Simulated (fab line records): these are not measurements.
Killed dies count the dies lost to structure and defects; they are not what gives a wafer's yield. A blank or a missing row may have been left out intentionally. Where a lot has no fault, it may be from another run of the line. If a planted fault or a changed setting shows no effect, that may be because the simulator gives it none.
Matching of chambers + flow nand-harc + NHARC_P_M1_PRE_CLEAN_32 on pecvd-04 has 3 sister chambers
The step time 12 s. 14 wafers are shown with their chamber, then 7 later ones without.

EACH WAFER AND ITS CHAMBER
| wafer  | chamber | heater-power-w (W) | susceptor-temp-C (C) |
|--------|---------|--------------------|----------------------|
| L075.3 | 2       | 537                | 369.80               |
| L075.4 | 1       | 629                | 369.94               |
| L075.6 | 0       | 451                | 370.22               |
| L078.1 | 1       | 647                | 370.19               |
| L078.4 | 1       | 633                | 370.18               |
| L078.5 | 2       | 601                | 369.81               |
| L079.2 | 1       | 582                | 369.90               |
| L079.5 | 0       | 456                | 369.52               |
| L079.6 | 1       | 583                | 369.94               |
| L084.1 | 0       | 532                | 369.84               |
| L084.3 | 2       | 556                | 370.02               |
| L084.5 | 0       | 519                | 370.29               |
| L093.2 | 1       | 552                | 369.84               |
| L093.3 | 0       | 543                | 369.98               |

SIGNATURES, as means of the wafers listed above
| reading          | chamber 0 | chamber 1 | chamber 2 | scatter within a chamber |
|------------------|-----------|-----------|-----------|--------------------------|
| heater-power-w   | 500.20    | 604.33    | 564.67    | 38.9                     |
| susceptor-temp-C | 369.9700  | 369.9983  | 369.8767  | 0.219                    |
Rule: a wafer lies at a distance from a chamber equal to the root of the sum of squares, over the readings, of (its reading less the chamber's mean, divided by the reading's scatter). The wafer belongs to the nearest chamber; if the next one is less than 2 further off, it can't be placed. The scatter: the root of (the sum of the squares of (reading less its chamber's mean) over the shown wafers, divided by (wafers less chambers)).

WAFERS WITHOUT THEIR CHAMBER
| wafer  | heater-power-w (W) | susceptor-temp-C (C) |
|--------|--------------------|----------------------|
| L093.6 | 536                | 370.21               |
| L094.4 | 642                | 369.73               |
| L094.5 | 512                | 369.59               |
| L094.6 | 445                | 369.82               |
| L095.2 | 660                | 369.78               |
| L095.3 | 490                | 369.94               |
| L095.6 | 558                | 369.76               |

EACH ONE'S CHAMBER
| wafer  | from the rows above          | in truth |
|--------|------------------------------|----------|
| L093.6 | can't be placed: 0 or 2 or 1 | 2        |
| L094.4 | can't be placed: 1 or 2      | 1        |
| L094.5 | can't be placed: 0 or 2 or 1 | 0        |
| L094.6 | can't be placed: 0 or 2      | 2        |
| L095.2 | can't be placed: 1 or 2      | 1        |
| L095.3 | can't be placed: 0 or 2      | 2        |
| L095.6 | can't be placed: 2 or 1 or 0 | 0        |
Correct placement for 0 of the 7. Not placeable from these rows: 7 (in 7, the candidates include the true chamber). Number placed wrongly: 0.
